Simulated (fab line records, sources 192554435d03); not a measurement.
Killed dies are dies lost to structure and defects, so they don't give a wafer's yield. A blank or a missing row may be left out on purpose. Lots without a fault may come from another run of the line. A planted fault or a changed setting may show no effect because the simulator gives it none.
Chamber matching | flow n5_finfet | N5_STI_FIN_REVEAL_STRIP_24 on rie_diel-01: 4 sister chambers
The step strips in N2/H2, time 90 s. 4 wafers are shown with their chamber, then 7 later ones without.

WAFERS WITH THEIR CHAMBER
wafer  | chamber | showerhead_plenum_p_Torr (Torr)
L081.1 | 0       | 3.38
L086.2 | 2       | 3.25
L087.2 | 1       | 3.49
L087.4 | 3       | 3.57

WAFERS WITHOUT THEIR CHAMBER
wafer  | showerhead_plenum_p_Torr (Torr)
L087.6 | 3.25
L094.2 | 3.37
L094.5 | 3.56
L094.6 | 3.37
L097.1 | 3.24
L097.4 | 3.48
L097.5 | 3.36

WHICH CHAMBER EACH WENT THROUGH
wafer  | from the rows above | in truth
L087.6 | 2                   | 2
L094.2 | 0                   | 0
L094.5 | 3                   | 3
L094.6 | 0                   | 0
L097.1 | 2                   | 2
L097.4 | 1                   | 1
L097.5 | 0                   | 0
Placed correctly: 7 of 7. Can't be placed from these rows: 0. Placed wrongly: 0.
How it was worked out, from the rows above alone: a wafer's distance from a chamber is the root of the sum, over the readings, of the square of ((its reading less the chamber's mean) divided by the reading's scatter). The wafer belongs to the nearest chamber; if the next one is less than 2 further off, it can't be placed. A chamber's mean is the mean of its shown wafers. The scatter: with one shown wafer a chamber, the root of the mean of the squares of how far each hidden wafer lies from its nearest shown one.
